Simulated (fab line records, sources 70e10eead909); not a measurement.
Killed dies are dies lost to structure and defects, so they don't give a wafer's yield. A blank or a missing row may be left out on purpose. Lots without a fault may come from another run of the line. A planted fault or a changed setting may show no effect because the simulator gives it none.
Tool commonality check | flow nand_harc | 12 lots, 42 wafers sampled

WHY IT WAS OPENED
At NHARC_P_GATE_CD_MEAS_91 the reading cd_nm is flagged on 2 of 12 lots. Wafers without a fault read 1999.1 nm, standard deviation 1.8.
Rule: a lot is flagged when every wafer of it that has a number lies more than 4 standard deviations from that mean, or none has a number. The other lots count as sound.

lot  | measured     | on        | cd_nm (nm), wafer by wafer                | flag
L654 | day 6 17:20  | cd_sem-02 | 2003.8 2001.3 2001.4                      |
L656 | day 7 02:59  | cd_sem-03 | 1997.9 2001.0 1997.7                      |
L658 | day 7 23:48  | cd_sem-03 | 1995.1 1998.3 1998.4                      |
L659 | day 8 04:03  | cd_sem-03 | 1999.9 2001.1 1999.2                      |
L660 | day 8 14:35  | cd_sem-03 | 1997.9 1999.2 1997.0                      |
L661 | day 8 21:01  | cd_sem-03 | 1997.1 2000.7 1999.8                      |
L662 | day 9 14:40  | cd_sem-02 | 2000.5 1998.9 2000.8                      |
L666 | day 10 23:08 | cd_sem-03 | 1985.5 1988.1 1987.4 1985.6 1988.3 1987.3 | FLAGGED
L670 | day 12 19:20 | cd_sem-01 | 1988.1 1988.2 1985.3 1988.1 1987.9 1985.4 | FLAGGED
L671 | day 13 07:23 | cd_sem-03 | 2000.7 1998.7 1998.2                      |
L674 | day 14 08:55 | cd_sem-03 | 2000.2 2001.0 2001.9                      |
L676 | day 15 04:40 | cd_sem-03 | 2000.4 1998.9 2001.6                      |
The numbers of the flagged lots are 1987.1 nm on average: -12.0 nm against the usual, or -7 standard deviations.

WHICH TOOL RAN EACH LOT
The record holds 1 process step before the reading, out of a route of 1302 steps. In each cell: the tool, then ch and the chambers that the sampled wafers went through, then the start.
lot  | flag    | NHARC_P_GATE_EXPOSE_88
L654 |         | krf_scanner-02 ch 0, day 6 17:11
L656 |         | krf_scanner-03 ch 0, day 7 02:50
L658 |         | krf_scanner-03 ch 0, day 7 23:39
L659 |         | krf_scanner-02 ch 0, day 8 03:54
L660 |         | krf_scanner-02 ch 0, day 8 14:26
L661 |         | krf_scanner-02 ch 0, day 8 20:52
L662 |         | krf_scanner-03 ch 0, day 9 14:31
L666 | FLAGGED | krf_scanner-02 ch 0, day 10 22:59
L670 | FLAGGED | krf_scanner-02 ch 0, day 12 19:11
L671 |         | krf_scanner-03 ch 0, day 13 07:14
L674 |         | krf_scanner-03 ch 0, day 14 08:45
L676 |         | krf_scanner-04 ch 0, day 15 04:30
What these steps do:
- NHARC_P_GATE_EXPOSE_88: exposes mask P HVN, target cd 2000 nm.
- NHARC_P_GATE_CD_MEAS_91: target cd 2000 nm.

FLAGGED OVER TOTAL, TOOL BY TOOL (the gauges that took the reading come last)
step                    | tool           | lots run | flagged | share of the flagged lots | sound lots run after its first flagged lot
NHARC_P_GATE_EXPOSE_88  | krf_scanner-02 | 6        | 2       | all                       | 0
NHARC_P_GATE_EXPOSE_88  | krf_scanner-03 | 5        | 0       | none                      | -
NHARC_P_GATE_EXPOSE_88  | krf_scanner-04 | 1        | 0       | none                      | -
NHARC_P_GATE_CD_MEAS_91 | cd_sem-01      | 1        | 1       | some                      | 0
NHARC_P_GATE_CD_MEAS_91 | cd_sem-02      | 2        | 0       | none                      | -
NHARC_P_GATE_CD_MEAS_91 | cd_sem-03      | 9        | 1       | some                      | 3 (L671,L674,L676)

WHAT THE TABLE ALLOWS
1 row of the table ran every flagged lot: krf_scanner-02 at NHARC_P_GATE_EXPOSE_88.
- krf_scanner-02 at NHARC_P_GATE_EXPOSE_88: 2 of its 6 lots flagged. Its last sound lot is L661 (day 8 20:52), its first flagged lot L666 (day 10 22:59): a fault that began between those two fits. Its own readings lie more than 4 standard deviations out on every wafer of the flagged lots: exposure_dose_mJ_cm2.
One tool is left: krf_scanner-02 at NHARC_P_GATE_EXPOSE_88.

WHAT THE SIMULATOR HAD PUT IN
Process parameter drift: krf_scanner-02, from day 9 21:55 on, at NHARC_P_GATE_EXPOSE_88. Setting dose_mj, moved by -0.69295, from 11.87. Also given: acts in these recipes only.
Lots struck among those shown: L666, L670. The rule above found the same.
